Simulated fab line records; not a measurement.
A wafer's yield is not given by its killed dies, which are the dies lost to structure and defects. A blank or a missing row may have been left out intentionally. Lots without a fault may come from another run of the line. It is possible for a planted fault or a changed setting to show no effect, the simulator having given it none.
fab line records    flow n5_finfet
record: lots: 6  wafers: 18  last_day: 17
route steps=1938 shown BEOL_M14@1757 BEOL_M15@1773 PASSIVATION@1936
lots that met no fault: taken from a fault-free run of the same line
start_h: hours from the record's first day to the start of the lot's first wafer shown    wait_h: how many hours have passed since the lot's step before this one    " the same as in the row above    L1.1+2: several wafers, shown together as one row    - no value present, or no start provided    * or withheld: withheld    < > ~ a bound
route shown NAME@n: names a module that has steps shown in the file, with the first one's number in the route    usual: mean/standard deviation taken from wafers without a fault    same: alike in all rows    chamber/n: place in a boat    sites: the reading at each site    _std_site: how widely they spread, as a standard deviation    _edge_site: mean of outer sites minus mean of inner sites    radius_mm: how far each site lies from the wafer's centre    mask NAME#n: copy n    behind: the most recent tool/chamber to have shaped the wafer    hold: what put the lot on hold/how long, in hours/how the hold closed    device: the n, p or np transistor that did not switch    end of line: tests of these same wafers at the route's end    step lacking rows: just its recipe    killed: not the wafer's yield, but the dies lost to structure and defects at the first sort    map: dies across one wafer; x = killed, . = not, _ = none there
set.NAME: the run value of the setting; set.NAME@STEP: its run value at that earlier step    model.NAME: the simulator's own value behind a step, which no gauge read
lots seen at some steps along the route; tables by step, rows by wafer
services: a tool's chamber out of use, with start hour (start_h, from the record's first day; less than 0 if before it), hours out, and reason
== steps ==
step: N5_BEOL_M14_ETCH_38
recipe: chemistry: CF4/N2  target: SiCN  target_depth_a: 1065  taper_deg: 2  time_s: 120.6  ion_energy_ev: 150  mask_material: SiO2  pressure_mtorr: 40  source_w: 430  bias_w: 70  Ar_flow_sccm: 100  cf4_flow_sccm: 60  n2_flow_sccm: 60
usual: chamber_pressure_mTorr: 40.00/0.04  drypump_motor_current_A: 5.9/0.43  n2_flow_sccm: 60.01/0.19  oes_product_au: 0.78/0.094  rf_vpp_V: 382.2/1.8  showerhead_plenum_p_Torr: 2.21/0.063  throttle_valve_pct: 15.51/0.16
same: time_s: 120.6
lot.wafer  tool         chamber  start_h  wait_h  chamber_pressure_mTorr  drypump_motor_current_A  n2_flow_sccm  oes_product_au  rf_hours_counter_h  rf_vpp_V  showerhead_plenum_p_Torr  throttle_valve_pct
L799.1     rie_diel-06  0        -        -       40.04                   5.8                      60.13         0.77            150                 384.6     2.31                      15.57
L799.3     "            3        "        "       40.03                   5.3                      60.11         0.79            66                  381.5     2.24                      15.45
L799.6     "            1        "        "       39.98                   6.5                      59.83         0.94            -                   384.4     2.26                      15.30
L806.1     rie_diel-01  1        -        -       39.97                   6.0                      59.66         0.67            212                 380.1     2.09                      15.53
L806.4     "            3        "        "       40.01                   6.1                      59.91         1.00            4                   381.2     2.17                      15.33
L806.6     "            2        "        "       40.04                   6.2                      60.14         0.84            -                   382.4     2.24                      15.55
L809.2     rie_diel-06  3        -        -       39.86                   5.3                      60.24         0.77            83                  383.0     2.24                      15.50
L809.4     "            1        "        "       40.07                   6.5                      60.15         0.89            25                  383.9     2.25                      15.34
L809.5     "            3        "        "       40.07                   5.3                      60.06         0.76            -                   381.8     2.24                      15.49
L810.3     rie_diel-06  2        -        -       39.95                   5.4                      59.67         0.69            244                 381.6     2.17                      15.53
L810.4     "            3        "        "       39.96                   5.3                      59.72         0.77            85                  383.3     2.24                      15.48
L810.5     "            1        "        "       40.04                   6.5                      60.04         0.88            -                   382.3     2.25                      15.35
L816.2     rie_diel-06  1        -        -       40.02                   6.5                      60.06         0.86            43                  382.5     2.24                      15.37
L816.3     "            3        "        "       39.94                   5.3                      60.33         0.74            100                 382.8     2.23                      15.52
L816.6     "            3        "        "       39.97                   5.3                      60.29         0.75            -                   383.0     2.23                      15.52
L818.2     rie_diel-01  3        -        -       40.00                   6.1                      59.87         0.93            30                  381.2     2.16                      15.37
L818.3     "            2        "        "       40.00                   6.2                      60.19         0.81            104                 382.0     2.23                      15.60
L818.6     "            3        "        "       40.02                   6.1                      60.05         0.92            -                   379.5     2.16                      15.36
step: N5_BEOL_M14_PRECLEAN_39
recipe: chemistry: residue_remover  time_s: 60  temp_c: 40
step: N5_BEOL_M14_SRD_40
recipe: time_s: 30  temp_c: 23  rinse_liquid: diw  dry: n2_spin  spin_rpm: 1500  dry_time_s: 30
step: N5_BEOL_M14_DEGAS_41
recipe: ambient: vacuum  temp_c: 300  time_s: 60
usual: heater_power_w: 481/70
same: time_s: 60
lot.wafer  tool            chamber  start_h  wait_h  heater_power_w
L799.1     pvd_sputter-02  -        262.37   2.2     395
L799.3     "               -        "        "       570
L799.6     "               -        "        "       390
L806.1     pvd_sputter-01  -        290.46   0.6     440
L806.4     "               -        "        "       480
L806.6     "               -        "        "       486
L809.2     pvd_sputter-01  -        315.05   0.1     500
L809.4     "               -        "        "       431
L809.5     "               -        "        "       433
L810.3     pvd_sputter-01  -        319.94   0.2     490
L810.4     "               -        "        "       597
L810.5     "               -        "        "       622
L816.2     pvd_sputter-01  -        358.60   0.3     487
L816.3     "               -        "        "       493
L816.6     "               -        "        "       490
L818.2     pvd_sputter-02  -        372.70   0.2     493
L818.3     "               -        "        "       552
L818.6     "               -        "        "       495
step: N5_BEOL_M14_PRE_CLEAN_42
recipe: gas: H2/He  time_s: 30  temp_c: 300
step: N5_BEOL_M14_SPUTTER_43
recipe: material: TaN  target_thk_a: 150  temp_c: 50  bias_v: 168.6  power_w: 15000  chamber_pressure_pa: 0.12  time_s: 24.19
step: N5_BEOL_M14_SPUTTER_44
recipe: material: Ta  target_thk_a: 150  temp_c: 50  bias_v: 80  power_w: 15000  chamber_pressure_pa: 0.07  time_s: 24.19
usual: bias_v: 80.0/0.87  throttle_valve_pct: 30.2/0.95
same: time_s: 24.19
lot.wafer  tool            chamber  start_h  wait_h  bias_v  throttle_valve_pct
L799.1     pvd_sputter-02  -        262.53   0.0     81.5    29.8
L799.3     "               -        "        "       80.2    30.6
L799.6     "               -        "        "       79.5    29.9
L806.1     pvd_sputter-01  -        290.62   0.0     79.6    28.4
L806.4     "               -        "        "       81.0    29.4
L806.6     "               -        "        "       81.1    29.5
L809.2     pvd_sputter-01  -        315.21   0.0     80.5    30.5
L809.4     "               -        "        "       78.3    28.6
L809.5     "               -        "        "       80.0    28.4
L810.3     pvd_sputter-01  -        320.10   0.0     81.5    30.4
L810.4     "               -        "        "       79.6    30.4
L810.5     "               -        "        "       79.7    30.3
L816.2     pvd_sputter-01  -        358.76   0.0     79.3    29.6
L816.3     "               -        "        "       78.4    30.6
L816.6     "               -        "        "       79.1    30.6
L818.2     pvd_sputter-02  -        372.86   0.0     80.5    29.5
L818.3     "               -        "        "       80.1    30.8
L818.6     "               -        "        "       79.9    29.7
step: N5_BEOL_M14_SPUTTER_45
recipe: material: Cu  target_thk_a: 1000  temp_c: -20  bias_v: 60  power_w: 26000  chamber_pressure_pa: 0.13  time_s: 16.67
step: N5_BEOL_M14_ECD_47
recipe: material: Cu  target_thk_a: 12480
step: N5_BEOL_M14_ANNEAL_48
recipe: temp_c: 225  time_s: 90  ambient: N2
step: N5_BEOL_M14_CMP_49
recipe: stop_on: SiO2  t_overpolish_s: 5.2  down_force_psi: 2  platen_rpm: 80  clearing_platen_down_force_psi: 2  clearing_platen_rpm: 80  post_cmp_clean: cu_alkaline  target_thk_nm: 560  clearing_platen_pad_velocity_m_s: 1.5917  pad_velocity_m_s: 1.5917
usual: barrier_field_endpoint_s: 11.5/0.32  motor_current_A: 8.3/0.79  overpolish_run_s: 5.200/0.0085  pad_life_wafers: 1129/590  slurry_filter_dp_kPa: 13.51/0.14  slurry_flow_ml_min: 150.0/0.43  time_to_endpoint_s: 123/4.7
lot.wafer  tool    chamber  start_h  wait_h  barrier_field_endpoint_s  motor_current_A  overpolish_run_s  pad_life_wafers  slurry_filter_dp_kPa  slurry_flow_ml_min  time_to_endpoint_s
L799.3     cmp-01  1        263.23   0.2     11.5                      8.7              5.206             1710             13.51                 149.9               127
L799.1     "       3        "        "       11.5                      8.1              5.206             1712             13.37                 149.5               122
L799.6     "       1        "        "       11.7                      8.3              5.192             -                13.49                 150.3               123
L806.1     cmp-01  2        291.34   0.3     11.5                      8.2              5.200             1987             13.35                 150.4               121
L806.4     "       0        "        "       11.6                      7.9              5.201             1989             13.60                 150.2               128
L806.6     "       1        "        "       11.5                      8.4              5.207             -                13.29                 149.3               126
L809.2     cmp-03  1        315.89   0.2     10.9                      9.9              5.196             414              13.53                 150.1               115
L809.4     "       2        "        "       11.3                      8.7              5.201             415              13.83                 150.2               122
L809.5     "       2        "        "       11.8                      8.6              5.202             -                13.25                 150.0               123
L810.3     cmp-01  2        320.82   0.2     11.4                      8.3              5.201             121              13.37                 150.5               118
L810.4     "       3        "        "       11.6                      8.3              5.198             122              13.57                 149.6               122
L810.5     "       2        "        "       11.5                      8.0              5.193             -                13.70                 149.8               119
L816.3     cmp-01  2        359.71   0.2     11.4                      7.7              5.206             462              13.69                 150.0               121
L816.2     "       0        "        "       11.3                      7.7              5.211             464              13.33                 150.0               122
L816.6     "       2        "        "       11.2                      8.5              5.209             -                13.37                 150.3               118
L818.2     cmp-02  2        373.55   0.2     11.6                      8.3              5.205             1764             13.56                 149.5               121
L818.3     "       0        "        "       11.3                      8.0              5.205             1766             13.46                 150.1               116
L818.6     "       3        "        "       11.6                      7.1              5.218             -                13.51                 149.5               125
step: N5_BEOL_M14_THK_MEAS_50
recipe: thk_meas_gauge: xrf  reads: Cu_of_BEOL_M14_ECD_47
usual: M14_THK: 562/23
lot.wafer  tool           chamber  start_h  wait_h  M14_THK[nm]
L799.1     film_metro-01  -        263.52   -       562
L799.3     "              -        "        "       582
L799.6     "              -        "        "       555
L806.1     film_metro-01  -        291.60   -       563
L806.4     "              -        "        "       608
L806.6     "              -        "        "       569
L809.2     film_metro-02  -        316.19   -       522
L809.4     "              -        "        "       596
L809.5     "              -        "        "       556
L810.3     film_metro-02  -        321.08   -       552
L810.4     "              -        "        "       602
L810.5     "              -        "        "       526
L816.2     film_metro-02  -        360.01   -       577
L816.3     "              -        "        "       581
L816.6     "              -        "        "       577
L818.2     film_metro-02  -        373.84   -       547
L818.3     "              -        "        "       533
L818.6     "              -        "        "       604
step: N5_BEOL_M14_PRE_CLEAN_52
recipe: gas: NH3  time_s: 15  temp_c: withheld  rf_power_w: 300
same: time_s: 15
lot.wafer   tool      chamber  start_h  wait_h
L799.1+3+6  pecvd-03  2,0,0    263.56   0.0
L806.1+4+6  pecvd-04  2,2,1    291.64   0.0
L809.2+4+5  pecvd-03  0,0,1    316.23   0.0
L810.3+4+5  pecvd-03  1,0,2    321.11   0.0
L816.2+3+6  pecvd-01  1,2,2    360.05   0.0
L818.2+3+6  pecvd-01  1,2,2    373.88   0.0
step: N5_BEOL_M14_DEP_53
recipe: material: SiCN  target_thk_a: 500  temp_c: withheld  precursor: 3MS/NH3  pressure_torr: 3  rf_w: 675  time_s: 17.8
step: N5_BEOL_M14_RS_MEAS_54
recipe: thk_meas_gauge: four-point-probe  reads: Cu_of_BEOL_M14_ECD_47+Ta_of_BEOL_M14_SPUTTER_44+TaN_of_BEOL_M14_SPUTTER_43
usual: M14_RS: 0.0335/0.0014
lot.wafer  tool           chamber  start_h  wait_h  M14_RS[ohm/sq]
L799.1     film_metro-01  -        263.66   0.1     0.0333
L799.3     "              -        "        "       0.0323
L799.6     "              -        "        "       0.0336
L806.1     film_metro-02  -        291.73   0.0     0.0332
L806.4     "              -        "        "       0.0309
L806.6     "              -        "        "       0.0329
L809.2     film_metro-02  -        316.32   0.1     0.0359
L809.4     "              -        "        "       0.0313
L809.5     "              -        "        "       0.0336
L810.3     film_metro-02  -        321.21   0.1     0.0339
L810.4     "              -        "        "       0.0311
L810.5     "              -        "        "       0.0357
L816.2     film_metro-02  -        360.14   0.1     0.0330
L816.3     "              -        "        "       0.0327
L816.6     "              -        "        "       0.0328
L818.2     film_metro-02  -        373.97   0.1     0.0347
L818.3     "              -        "        "       0.0356
L818.6     "              -        "        "       0.0312
step: N5_BEOL_M14_INSPECT_55
recipe: inspect_instrument: darkfield  mode: post_dep
usual: raw_defect_count: 73/24
lot.wafer  tool               chamber  start_h  wait_h  raw_defect_count
L799.1     defect_inspect-02  -        263.69   0.0     113
L799.3     "                  -        "        "       96
L799.6     "                  -        "        "       72
L806.1     defect_inspect-02  -        291.76   0.0     44
L806.4     "                  -        "        "       52
L806.6     "                  -        "        "       44
L809.2     defect_inspect-01  -        316.35   0.0     860
L809.4     "                  -        "        "       834
L809.5     "                  -        "        "       845
L810.3     defect_inspect-02  -        321.23   0.0     832
L810.4     "                  -        "        "       857
L810.5     "                  -        "        "       850
L816.2     defect_inspect-01  -        360.16   0.0     117
L816.3     "                  -        "        "       90
L816.6     "                  -        "        "       86
L818.2     defect_inspect-01  -        374.00   0.0     97
L818.3     "                  -        "        "       63
L818.6     "                  -        "        "       77
step: N5_BEOL_M15_ILD_DEP_00
recipe: material: SiO2  target_thk_a: 16293  temp_c: 400  precursor: TEOS/O2  pressure_torr: 6.5  rf_w: 900  teos_flow_sccm: 161.4  gas: O2  flow_sccm: 2650  time_s: 346.1
usual: heater_power_w: 543/99  showerhead_plenum_p_Torr: 8.36/0.034  throttle_valve_pct: 18.5/1.1
same: time_s: 346.1
lot.wafer  tool      chamber  start_h  wait_h  heater_power_w  showerhead_plenum_p_Torr  throttle_valve_pct
L799.1     pecvd-02  2        263.73   0.0     635             8.36                      17.1
L799.3     "         1        "        "       434             8.33                      18.3
L799.6     "         2        "        "       498             8.38                      17.0
L806.1     pecvd-01  1        291.79   0.0     647             8.38                      18.1
L806.4     "         0        "        "       389             8.32                      19.0
L806.6     "         2        "        "       772             8.31                      17.0
L809.2     pecvd-02  2        316.38   0.0     631             8.37                      17.2
L809.4     "         1        "        "       458             8.32                      18.5
L809.5     "         2        "        "       504             8.36                      17.4
L810.3     pecvd-04  0        321.27   0.0     462             8.40                      19.7
L810.4     "         1        "        "       482             8.39                      20.7
L810.5     "         0        "        "       551             8.43                      19.6
L816.2     pecvd-04  2        360.20   0.0     656             8.37                      18.9
L816.3     "         0        "        "       487             8.40                      18.9
L816.6     "         1        "        "       467             8.40                      20.6
L818.2     pecvd-02  2        374.03   0.0     637             8.41                      17.3
L818.3     "         1        "        "       440             8.34                      18.4
L818.6     "         1        "        "       494             8.33                      18.5
step: N5_PASSIVATION_PROBE_49
usual: defect_limited_yield: 91.5/1.7  killed_at_M0_to_M3: 33/11  killed_at_M4_up: 13/5.2  killed_at_contacts: 11/5.7  killed_at_front_end: 39/11  killed_at_other: 4/3  killed_dies: 101/20  killed_open: 66/15  killed_short: 33/8.4  sort_bin_5_function: 5.0/1.1  sort_bin_6_memory: 3.2/0.69  sort_n_pass: 1078/20  sort_yield_pct: 91.4/1.7
same: gross_dies: 1180  killed_at_back_side: 0  sort_bin_4_leakage[%]: 0  sort_bin_8_speed[%]: 0
lot.wafer  tool       chamber  start_h  wait_h  defect_limited_yield[%]  killed_at_M0_to_M3  killed_at_M4_up  killed_at_contacts  killed_at_front_end  killed_at_other  killed_dies  killed_open  killed_short  sort_bin_5_function[%]  sort_bin_6_memory[%]  sort_n_pass  sort_yield_pct[%]
L806.1     prober-01  -        315.61   0.0     91.1                     53                  8                11                  28                   5                105          63           40            5.1                     3.6                   1075         91.1
L806.4     prober-01  -        315.76   0.2     93.8                     22                  9                19                  21                   2                73           53           20            3.5                     2.6                   1107         93.8
L806.6     prober-01  -        315.86   0.3     91.8                     45                  8                9                   34                   1                97           63           33            4.8                     3.2                   1083         91.8
L809.2     prober-01  -        337.37   0.1     83.2                     27                  136              12                  21                   2                198          60           16            10.4                    3.5                   982          83.2
L809.4     prober-01  -        337.47   0.2     81.6                     28                  147              7                   33                   2                217          52           28            11.9                    3.4                   963          81.6
L809.5     prober-01  -        337.52   0.2     82.3                     24                  156              6                   20                   3                209          45           23            11.6                    3.2                   971          82.3
L810.3     prober-01  -        342.53   0.1     77.7                     37                  151              19                  51                   5                263          95           32            14.5                    4.7                   917          77.7
L810.4     prober-01  -        342.58   0.2     80.9                     26                  150              6                   43                   0                225          67           24            12.8                    4.1                   955          80.9
L810.5     prober-01  -        342.63   0.2     78.8                     38                  131              12                  67                   2                250          96           48            12.1                    5.7                   930          78.8
L816.2     prober-02  -        382.07   0.1     89.7                     54                  14               6                   46                   1                121          75           46            6.0                     4.1                   1059         89.7
L816.3     prober-02  -        382.12   0.1     91.5                     27                  14               9                   43                   7                100          56           44            4.8                     3.1                   1080         91.5
L816.6     prober-02  -        382.27   0.3     91.9                     43                  8                9                   35                   1                96           62           33            4.6                     3.2                   1084         91.9
killed by level:class
L806.1 BEOL_M0_SAQP:geometric_particle:short=12 BEOL_M2:geometric_particle:open=10 BEOL_M0_SAQP:geometric_particle:open=8 MOL_CONTACT_COAG:geometric_particle:open=8 BEOL_M1:geometric_particle:open=8 DUMMY_GATE:geometric_particle:open=7 GATE_CUT:geometric_particle:short=5 BEOL_M2:geometric_particle:short=4
L806.4 MOL_CONTACT_COAG:geometric_particle:open=17 FIN_SAQP:geometric_particle:open=5 DUMMY_GATE:geometric_particle:open=5 BEOL_M0_SAQP:geometric_particle:open=5 BEOL_M0_SAQP:geometric_particle:short=5 BEOL_M4:geometric_particle:short=5 BEOL_M1:geometric_particle:open=4 GATE_CUT:geometric_particle:open=3
L806.6 BEOL_M3:geometric_particle:open=12 BEOL_M2:geometric_particle:open=11 MOL_CONTACT_COAG:geometric_particle:open=8 FIN_SAQP:geometric_particle:short=6 BEOL_M0_SAQP:geometric_particle:open=6 BEOL_M1:geometric_particle:open=6 FIN_SAQP:geometric_particle:open=5 DUMMY_GATE:geometric_particle:open=5
L809.2 BEOL_M14:unspecified=122 MOL_CONTACT_COAG:geometric_particle:open=12 FIN_SAQP:geometric_particle:open=11 BEOL_M0_SAQP:geometric_particle:open=7 BEOL_M2:geometric_particle:open=7 BEOL_M1:geometric_particle:open=5 BEOL_M4:geometric_particle:open=5 BEOL_M0_SAQP:geometric_particle:short=3
L809.4 BEOL_M14:unspecified=133 BEOL_M2:geometric_particle:open=8 BEOL_M0_SAQP:geometric_particle:short=7 FIN_SAQP:geometric_particle:open=6 STI_FIN_REVEAL:geometric_particle:open=5 BEOL_M0_SAQP:geometric_particle:open=5 MOL_CONTACT_COAG:geometric_particle:open=5 GATE_CUT:geometric_particle:short=4
L809.5 BEOL_M14:unspecified=139 BEOL_M0_SAQP:geometric_particle:open=6 BEOL_M4:geometric_particle:open=6 STI_FIN_REVEAL:geometric_particle:open=4 MOL_CONTACT_COAG:geometric_particle:open=4 BEOL_M0_SAQP:geometric_particle:short=4 BEOL_M2:geometric_particle:open=4 BEOL_M3:geometric_particle:open=4
L810.3 BEOL_M14:unspecified=135 STI_FIN_REVEAL:geometric_particle:open=30 MOL_CONTACT_COAG:geometric_particle:open=14 BEOL_M3:geometric_particle:open=12 BEOL_M2:geometric_particle:open=9 BEOL_M4:geometric_particle:open=8 STI_FIN_REVEAL:geometric_particle:short=6 BEOL_M3:geometric_particle:short=6
L810.4 BEOL_M14:unspecified=133 STI_FIN_REVEAL:geometric_particle:open=16 BEOL_M0_SAQP:geometric_particle:open=9 BEOL_M3:geometric_particle:open=9 FIN_SAQP:geometric_particle:open=7 FIN_SAQP:geometric_particle:short=7 MOL_CONTACT_COAG:geometric_particle:open=5 BEOL_M0_SAQP:geometric_particle:short=5
L810.5 BEOL_M14:unspecified=106 STI_FIN_REVEAL:geometric_particle:open=26 BEOL_M4:geometric_particle:open=15 BEOL_M0_SAQP:geometric_particle:short=11 BEOL_M1:geometric_particle:open=11 FIN_SAQP:geometric_particle:open=9 GATE_CUT:geometric_particle:short=9 MOL_CONTACT_COAG:geometric_particle:open=9
L816.2 BEOL_M0_SAQP:geometric_particle:short=21 FIN_SAQP:geometric_particle:open=13 BEOL_M0_SAQP:geometric_particle:open=12 FIN_SAQP:geometric_particle:short=9 BEOL_M0:geometric_particle:open=7 BEOL_M2:geometric_particle:open=7 GATE_CUT:geometric_particle:short=6 BEOL_M5:geometric_particle:open=6
L816.3 FIN_SAQP:geometric_particle:open=12 FIN_SAQP:geometric_particle:short=11 GATE_CUT:geometric_particle:short=9 MOL_CONTACT_COAG:geometric_particle:open=8 BEOL_M2:geometric_particle:open=7 BEOL_M0_SAQP:geometric_particle:short=7 PAD_METAL:geometric_particle:short=6 BEOL_M3:geometric_particle:open=5
L816.6 BEOL_M0_SAQP:geometric_particle:open=15 BEOL_M0_SAQP:geometric_particle:short=11 FIN_SAQP:geometric_particle:short=8 MOL_CONTACT_COAG:geometric_particle:open=7 BEOL_M2:geometric_particle:open=6 FIN_SAQP:geometric_particle:open=5 BEOL_M3:geometric_particle:open=5 ILD0:geometric_particle:open=4
map L809.4 (x killed, . not)
_________________............________________
______________...........xx..x.._____________
___________x...x......x............__________
__________.........................x_________
________...........x.................._______
_______..............................x.______
______.....x..........................x._____
_____.....x.......................x......____
____.......x...x.....x................x...___
___...........x.........................x..__
___x..................x.....x..............__
__............x.......x..........x.........._
__..x....x.................................._
_......x.................x..x................
_.........................x...........x......
_....x..................x.........x..........
_..........x...x.............x.......x.......
_.....x.........x............................
_.............x..............x....x.x........
_................................x.xx........
_....x...xx.xxx.x.......xx....xx.xxxxx.xx....
__x............xx.....x..x....xxxxxxxx.x...._
__.................x....x.x.xxxxxxxxxxxxx..._
___........x...........x..xxxxxxxxxxxxxxxx.__
___..x.x...................xxxxxxxxxxxxxxxx__
____....................x.xxxxxxxxxxxxxx.x___
_____.....x.........x...x.x.xxxxxxxxxxxxx____
______........x.x....x...x.xxxxxxxxxxxxx_____
_______....................x..xxxxxxxxx______
________x......x..............xxxxxx.x_______
__________.x.........xx.x....x.x.xxx_________
___________......x...x...x......xx.__________
______________........x..x......_____________
_________________............________________
map L810.3 (x killed, . not)
_________________............________________
______________xx...x......x.x..._____________
___________......x....xx.....x....x__________
__________......................x..._________
________.x..x..........x.............._______
_______.....................x...x......______
______....x........x.................x.._____
_____...x.x............xx......x..x...x..____
____x...x..x........x......xxx..x..x..x...___
___.....x......x...x..........x............__
___...x.......x............................__
__x.........................x.............x._
__....x.x.xx..x..........xxxxx.x.x..x......._
_................x..x........xxxxxx..x..x....
_.....x.x...x..x.....x......xxxxxxxxxxxx.....
_...............x......xx..xxxxxxxxxxxxx.....
_.x....x..................x.xxxxxxxxxxxx.....
_.......x.........x......x.xxxxxxxxxxxxxx..x.
_.......x.xx.....x........xxxxxxxxxxxxx......
_..........x........x.....xxxxxxxxxxxxx......
_x....x.......x.......x....xxxxxxxxxxxxxxx...
__...x............x.......x.xxxxxxxxx.x....._
__.......x.x.x....xx.......xxx.xxx....xx...._
___..x.........xx.............x..xxxxxx..x.__
___.....x.......x......x.....x.x..x.....x..__
____..x.........x...xx.........x...x.....x___
_____................x..x..x..x.x........____
______.x..............x....x............_____
_______....x...x...............x.......______
________..x....x...x...x.....x.....xx._______
__________....x..x.........x.....x.._________
___________..x.......x.....x.......__________
______________.........x........_____________
_________________x...........________________
== services ==
tool            chamber  start_h  hours  kind
cmp-03          -        237.91   4.0    pm
pecvd-02        -        256.38   0.4    repair
cmp-02          -        258.41   2.0    repair
cmp-03          -        261.62   0.7    repair
cmp-02          -        262.26   0.8    repair
pecvd-01        -        262.33   14.6   pm
cmp-03          -        272.80   6.5    pm
cmp-03          -        286.88   18.2   pm
cmp-01          -        294.23   3.9    repair
cmp-01          -        298.98   4.0    pm
cmp-01          -        302.98   -      consumable_replace:conditioner
rie_diel-06     3        307.81   6.7    repair
cmp-01          -        313.44   1.2    repair
pecvd-02        2        316.73   9.6    repair
cmp-02          -        325.52   3.7    pm
rie_diel-01     3        330.01   15.9   repair
pecvd-03        1        334.05   5.2    repair
rie_diel-01     0        343.02   22.2   repair
pecvd-02        2        347.48   3.2    repair
pvd_sputter-01  -        354.49   2.5    repair
rie_diel-06     2        359.48   33.0   repair
cmp-01          -        367.52   13.8   pm
pecvd-03        -        369.76   1.0    repair
pecvd-03        -        370.96   1.7    repair
== key ==
first_sign: step: N5_BEOL_M14_INSPECT_55  reading: raw_defect_count  direction: up  sigmas: 32  usual: 73  struck: 846
effect: step: N5_PASSIVATION_PROBE_49  reading: killed_at_M4_up  direction: up  sigmas: 25  usual: 13  struck: 145
more_kills_born_at: N5_BEOL_M14_PRE_CLEAN_52@pecvd-03: 768
met_at N5_BEOL_M14_PRE_CLEAN_52
struck_wafers L809.2,L809.4,L809.5,L810.3,L810.4,L810.5
onset_between 263.56 316.23
fault: kind: chamber_particle_source  tool: pecvd-03  chamber: -  onset_h: 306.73  steps: N5_BEOL_M14_PRE_CLEAN_52  rate_per_visit_cm2: 1.2267  end_h: 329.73
